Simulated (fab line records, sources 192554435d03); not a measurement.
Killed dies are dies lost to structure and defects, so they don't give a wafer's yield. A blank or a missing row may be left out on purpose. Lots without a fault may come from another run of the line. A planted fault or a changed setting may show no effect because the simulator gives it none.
Which tool did it? | flow n5_finfet | 12 lots, 33 wafers sampled, at 5 steps of a route of 1938

WHAT THE GAUGES READ, wafer by wafer
N5_BEOL_M4_RC_MEAS_101. Usual: DIBL_N 36.0 mV/V, standard deviation 1.7; DIBL_P 36.2 mV/V, standard deviation 2.3; IOFF_N 0.16 nA/um, standard deviation 0.03; IOFF_P 0.21 nA/um, standard deviation 0.036; ION_N 679 uA/um, standard deviation 11; ION_P 465 uA/um, standard deviation 7.1; SS_N 71.4 mV/dec, standard deviation 0.58; SS_P 73.3 mV/dec, standard deviation 0.75; VT_N 249 mV, standard deviation 3.1; VT_P -251 mV, standard deviation 3.5.
lot  | measured     | on        | DIBL_N (mV/V)  | DIBL_P (mV/V)  | IOFF_N (nA/um) | IOFF_P (nA/um) | ION_N (uA/um) | ION_P (uA/um) | SS_N (mV/dec)  | SS_P (mV/dec)  | VT_N (mV)   | VT_P (mV)      | flag
L291 | day 8 23:01  | prober-02 | 35.5 38.1 38.1 | 34.9 37.4 38.4 | 0.14 0.18 0.19 | 0.22 0.26 0.28 | 681 683 691   | 465 468 471   | 71.0 71.8 71.3 | 73.4 73.6 73.9 | 248 248 245 | -249 -246 -247 |
L295 | day 9 14:35  | prober-01 | 34.5 35.3 32.5 | 36.6 36.7 32.8 | 0.17 0.18 0.12 | 0.26 0.25 0.18 | 682 685 666   | 477 473 460   | 70.6 71.1 70.1 | 72.9 72.7 71.6 | 245 245 253 | -245 -245 -249 |
L296 | day 9 14:20  | prober-02 | 36.7 35.8 35.3 | 36.3 34.3 34.4 | 0.16 0.14 0.14 | 0.21 0.17 0.18 | 684 684 674   | 467 462 462   | 70.8 71.0 70.6 | 73.6 73.2 72.6 | 249 252 251 | -251 -254 -250 |
L298 | day 9 22:29  | prober-01 | 34.2 36.1      | 34.3 35.9      | 0.13 0.17      | 0.19 0.21      | 670 683       | 454 465       | 71.1 72.0      | 73.6 73.6      | 251 249     | -250 -251      |
L299 | day 9 18:01  | prober-01 | 37.9 38.0      | 40.0 40.4      | 0.17 0.19      | 0.19 0.20      | 677 688       | 452 453       | 72.1 72.6      | 74.2 74.5      | 251 248     | -259 -258      |
L302 | day 11 10:43 | prober-01 | 33.8 33.5      | 34.2 33.8      | 0.14 0.14      | 0.20 0.19      | 687 684       | 469 473       | 71.0 70.9      | 72.1 73.0      | 248 249     | -251 -251      |
L303 | day 11 11:38 | prober-01 | 35.9 36.5 36.0 | 35.8 36.3 35.3 | 0.15 0.14 0.14 | 0.22 0.21 0.21 | 681 679 677   | 470 469 469   | 71.1 71.9 71.3 | 73.0 73.3 73.0 | 249 252 253 | -252 -250 -247 |
L304 | day 11 16:52 | prober-02 | 35.0 35.4 37.5 | 34.6 34.7 37.4 | 0.13 0.14 0.17 | 0.23 0.22 0.26 | 676 680 680   | 477 474 472   | 70.9 70.7 71.7 | 72.0 72.6 73.8 | 248 250 249 | -246 -246 -244 |
L305 | day 11 20:20 | prober-02 | 36.4 35.0 39.0 | 36.9 34.7 40.1 | 0.16 0.14 0.22 | 0.22 0.18 0.26 | 679 657 684   | 467 456 472   | 71.7 71.7 71.9 | 73.8 72.3 74.4 | 252 252 246 | -250 -252 -248 |
L309 | day 12 16:13 | prober-02 | 39.7 36.6 36.5 | 41.2 37.7 37.4 | 0.23 0.15 0.15 | 0.28 0.22 0.20 | 703 672 681   | 477 469 469   | 72.0 71.9 71.9 | 73.9 73.8 72.5 | 244 249 249 | -247 -250 -250 |
L310 | day 12 19:34 | prober-02 | 34.7 36.7 34.3 | 37.0 39.3 35.5 | 0.15 0.20 0.14 | 0.19 0.22 0.16 | 681 691 679   | 464 467 456   | 71.3 71.7 71.2 | 73.2 73.9 72.3 | 246 244 250 | -253 -252 -255 |
L312 | day 14 01:46 | prober-01 | 37.9 38.5 37.8 | 36.6 37.6 37.1 | 0.17 0.20 0.19 | 0.21 0.24 0.22 | 691 696 703   | 463 469 470   | 71.6 71.7 71.1 | 73.4 74.8 73.7 | 248 245 245 | -250 -247 -249 |

WHICH TOOL RAN EACH LOT (tool, then ch and the chambers of the sampled wafers, then the start)
lot  | N5_BEOL_M1_ANNEAL_87         | N5_BEOL_M1_SPUTTER_90        | N5_BEOL_M1_ANNEAL_91         | N5_BEOL_M1_ANNEAL_93
L291 | pvd_sputter-01, day 7 12:25  | pvd_sputter-01, day 7 12:46  | pvd_sputter-01, day 7 12:51  | pvd_sputter-01, day 7 13:04
L295 | pvd_sputter-01, day 7 22:30  | pvd_sputter-01, day 7 22:52  | pvd_sputter-01, day 7 22:56  | pvd_sputter-01, day 7 23:10
L296 | pvd_sputter-03, day 8 01:35  | pvd_sputter-03, day 8 01:56  | pvd_sputter-03, day 8 02:01  | pvd_sputter-03, day 8 02:14
L298 | pvd_sputter-02, day 8 05:08  | pvd_sputter-02, day 8 05:28  | pvd_sputter-02, day 8 05:34  | pvd_sputter-02, day 8 05:47
L299 | pvd_sputter-03, day 8 06:02  | pvd_sputter-03, day 8 06:24  | pvd_sputter-03, day 8 06:29  | pvd_sputter-03, day 8 06:42
L302 | pvd_sputter-01, day 9 16:17  | pvd_sputter-01, day 9 16:39  | pvd_sputter-01, day 9 16:44  | pvd_sputter-01, day 9 16:57
L303 | pvd_sputter-01, day 10 03:39 | pvd_sputter-01, day 10 04:01 | pvd_sputter-01, day 10 04:05 | pvd_sputter-01, day 10 04:19
L304 | pvd_sputter-02, day 10 05:10 | pvd_sputter-02, day 10 05:31 | pvd_sputter-02, day 10 05:36 | pvd_sputter-02, day 10 05:49
L305 | pvd_sputter-03, day 10 05:25 | pvd_sputter-03, day 10 05:46 | pvd_sputter-03, day 10 05:51 | pvd_sputter-03, day 10 06:04
L309 | pvd_sputter-02, day 10 23:43 | pvd_sputter-02, day 11 00:04 | pvd_sputter-02, day 11 00:09 | pvd_sputter-02, day 11 00:22
L310 | pvd_sputter-01, day 11 04:41 | pvd_sputter-01, day 11 05:02 | pvd_sputter-01, day 11 05:07 | pvd_sputter-01, day 11 05:20
L312 | pvd_sputter-01, day 12 04:08 | pvd_sputter-01, day 12 04:29 | pvd_sputter-01, day 12 04:34 | pvd_sputter-01, day 12 04:47
- N5_BEOL_M1_ANNEAL_87: time 240 s.
- N5_BEOL_M1_SPUTTER_90: material Cu, target thk 4.5 nm, time 8.29 s.
- N5_BEOL_M1_ANNEAL_91: time 240 s.
- N5_BEOL_M1_ANNEAL_93: time 240 s.

WHAT THE TOOLS THEMSELVES READ (means of the sampled wafers that have a number; where no wafer has one, the mark that the record gives instead)
N5_BEOL_M1_ANNEAL_87. Usual: heater_power_w 792 W, standard deviation 50.
lot  | tool           | heater_power_w (W) | flag
L291 | pvd_sputter-01 | 774                |
L295 | pvd_sputter-01 | 818                |
L296 | pvd_sputter-03 | 772                |
L298 | pvd_sputter-02 | 706                |
L299 | pvd_sputter-03 | 832                |
L302 | pvd_sputter-01 | 793                |
L303 | pvd_sputter-01 | 817                |
L304 | pvd_sputter-02 | 725                |
L305 | pvd_sputter-03 | 789                |
L309 | pvd_sputter-02 | 783                |
L310 | pvd_sputter-01 | 789                |
L312 | pvd_sputter-01 | 809                |

N5_BEOL_M1_SPUTTER_90. Usual: chamber_pressure_pa 0.06999 Pa, standard deviation 0.00014; throttle_valve_pct 30.5 %, standard deviation 0.8.
lot  | tool           | chamber_pressure_pa (Pa) | throttle_valve_pct (%) | flag
L291 | pvd_sputter-01 | 0.07008                  | 30.3                   |
L295 | pvd_sputter-01 | 0.06981                  | 30.1                   |
L296 | pvd_sputter-03 | 0.07005                  | 30.5                   |
L298 | pvd_sputter-02 | 0.07012                  | 30.3                   |
L299 | pvd_sputter-03 | 0.07004                  | 32.0                   |
L302 | pvd_sputter-01 | 0.06991                  | 29.6                   |
L303 | pvd_sputter-01 | 0.06994                  | 30.0                   |
L304 | pvd_sputter-02 | 0.06985                  | 31.0                   |
L305 | pvd_sputter-03 | 0.06998                  | 30.9                   |
L309 | pvd_sputter-02 | 0.07001                  | 30.4                   |
L310 | pvd_sputter-01 | 0.08869                  | 26.7                   | OFF
L312 | pvd_sputter-01 | 0.08864                  | 26.9                   | OFF

N5_BEOL_M1_ANNEAL_91. Usual: heater_power_w 794 W, standard deviation 49.
lot  | tool           | heater_power_w (W) | flag
L291 | pvd_sputter-01 | 774                |
L295 | pvd_sputter-01 | 824                |
L296 | pvd_sputter-03 | 771                |
L298 | pvd_sputter-02 | 727                |
L299 | pvd_sputter-03 | 832                |
L302 | pvd_sputter-01 | 810                |
L303 | pvd_sputter-01 | 821                |
L304 | pvd_sputter-02 | 732                |
L305 | pvd_sputter-03 | 781                |
L309 | pvd_sputter-02 | 769                |
L310 | pvd_sputter-01 | 781                |
L312 | pvd_sputter-01 | 820                |

N5_BEOL_M1_ANNEAL_93. Usual: heater_power_w 792 W, standard deviation 51.
lot  | tool           | heater_power_w (W) | flag
L291 | pvd_sputter-01 | 787                |
L295 | pvd_sputter-01 | 809                |
L296 | pvd_sputter-03 | 776                |
L298 | pvd_sputter-02 | 717                |
L299 | pvd_sputter-03 | 822                |
L302 | pvd_sputter-01 | 802                |
L303 | pvd_sputter-01 | 813                |
L304 | pvd_sputter-02 | 729                |
L305 | pvd_sputter-03 | 769                |
L309 | pvd_sputter-02 | 784                |
L310 | pvd_sputter-01 | 787                |
L312 | pvd_sputter-01 | 799                |

THE ANSWER, worked out from the rows above alone
Rule: a lot is off if the mean of its wafers that have a number lies more than 3 standard deviations from the usual mean. A lot without any number at a reading at which 4 lots or more have one is off too. The other lots that the step has rows for count as sound. The gauges are gone through in route order, then the tools' own readings, and for those a lot's mean is taken as printed above. The first step at which some lot is off is used, and at that step the reading that is off furthest; a lot without a number counts as furthest.
Off: L310, L312, at N5_BEOL_M1_SPUTTER_90 (chamber_pressure_pa).
A tool fits if, at that step or a process step before it, it ran every lot that is off, and no sound lot after the first of them. One fits: pvd_sputter-01 at N5_BEOL_M1_ANNEAL_87 and N5_BEOL_M1_SPUTTER_90. At N5_BEOL_M1_ANNEAL_87 its last sound lot is L303 (day 10 03:39), its first lot that is off L310 (day 11 04:41): a fault that began between those two fits.

WHAT THE SIMULATOR HAD PUT IN
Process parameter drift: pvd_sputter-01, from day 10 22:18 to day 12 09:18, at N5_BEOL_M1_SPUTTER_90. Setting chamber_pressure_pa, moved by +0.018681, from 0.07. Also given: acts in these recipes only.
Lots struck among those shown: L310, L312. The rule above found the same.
